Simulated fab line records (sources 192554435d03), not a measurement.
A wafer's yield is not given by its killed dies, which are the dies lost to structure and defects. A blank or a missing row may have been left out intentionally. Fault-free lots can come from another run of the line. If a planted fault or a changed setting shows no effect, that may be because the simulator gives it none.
Split-lot study + flow n5-finfet + 7 lots, 21 wafers read, on a route of 1938 steps

## SPLIT DETAILS
At N5_BEOL_M1_VIA_ETCH_34 (etches the open film in C4F6/O2, target depth 67.8 nm, time 64.4 s), the setting bias-w was moved away from the recipe's 170 W on 10 of the 21 wafers read, by -11.8% to +12.9%. All remaining wafers had this setting at the recipe value.

Reading taken at the split's own step.

## THE READING
rf-vpp-V, in V, at N5_BEOL_M1_VIA_ETCH_34 (etches the open film in C4F6/O2, target depth 67.8 nm, time 64.4 s). A value of 659 V with a standard deviation of 10 V is what fault-free wafers of this fab line usually give.

| wafer  | tool, chamber at the split | bias-w as run, W | against the recipe | rf-vpp-V, V | against lot-mates on the recipe |
|--------|----------------------------|------------------|--------------------|-------------|---------------------------------|
| L075.1 | rie-diel-01, 0             | 158              | -7.1%              | 617         | -51                             |
| L075.3 | rie-diel-01, 1             | 158              | -7.1%              | 612         | -56                             |
| L075.6 | rie-diel-01, 2             | 170              | recipe             | 668         | -                               |
| L080.2 | rie-diel-01, 0             | 170              | recipe             | 655         | -                               |
| L080.3 | rie-diel-01, 1             | 170              | recipe             | 650         | -                               |
| L080.5 | rie-diel-01, 0             | 192              | +12.9%             | 720         | +68                             |
| L085.3 | rie-diel-02, 2             | 170              | recipe             | 660         | -                               |
| L085.5 | rie-diel-02, 2             | 170              | recipe             | 661         | -                               |
| L085.6 | rie-diel-02, 1             | 170              | recipe             | 646         | -                               |
| L084.1 | rie-diel-03, 3             | 150              | -11.8%             | 593         | -57                             |
| L084.5 | rie-diel-03, 0             | 150              | -11.8%             | 602         | -48                             |
| L084.6 | rie-diel-03, 1             | 170              | recipe             | 650         | -                               |
| L089.2 | rie-diel-01, 3             | 150.6            | -11.4%             | 618         | -50                             |
| L089.5 | rie-diel-01, 3             | 170              | recipe             | 682         | -                               |
| L089.6 | rie-diel-01, 0             | 170              | recipe             | 653         | -                               |
| L094.1 | rie-diel-01, 3             | 187.5            | +10.3%             | 735         | +69                             |
| L094.2 | rie-diel-01, 2             | 170              | recipe             | 666         | -                               |
| L094.4 | rie-diel-01, 1             | 187.5            | +10.3%             | 700         | +34                             |
| L096.1 | rie-diel-03, 0             | 151.3            | -11.0%             | 606         | -58                             |
| L096.3 | rie-diel-03, 2             | 151.3            | -11.0%             | 597         | -67                             |
| L096.6 | rie-diel-03, 0             | 170              | recipe             | 664         | -                               |

FIT RESULTS
A straight line over all 21 wafers: rf-vpp-V changes by +5.16 V for each +1% of bias-w; r = +0.96; the points scatter about the line by 11 V.
The same after taking each lot's own level away (the mean of its wafers on the recipe; 21 wafers): +5.16 V for each +1%; r = +0.96; scatter 11 V.
That fit puts the effect of the largest move of bias-w on the reading at 67 V.
Across the lots, their own levels run from 650.0 to 668.0 V, a range of 1.8 times the standard deviation given above.
So the lot-to-lot level changes the slope little: the two slopes agree.
Check: with one of the wafers moved furthest among these (+12.9%) left out of the fit, the line predicts +65.2 V for it against its lot-mates. It came out at +67.5 V against them.
Tool readings at the split's step, against how far the setting was moved: rf-vpp-V r = +0.96.

## THE OTHER SPLITS THESE WAFERS WENT THROUGH
Before the reading, these wafers also passed through other splits. Each is held against what the fit with the lots' levels taken away leaves over:
| other split on the same wafers            | wafers away from the commonest value | r with rf-vpp-V (lot level and that fit taken away) |
|-------------------------------------------|--------------------------------------|-----------------------------------------------------|
| N5_BEOL_M0_CUTY_DESCUM_61 time-s          | 6                                    | -0.37                                               |
| N5_BEOL_M0_TRENCH_ETCH_107 target-depth-a | 7                                    | -0.24                                               |

## FILE'S OWN FIT
rf-vpp-V changes by +5.11 V for each +1% of bias-w, r = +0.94.
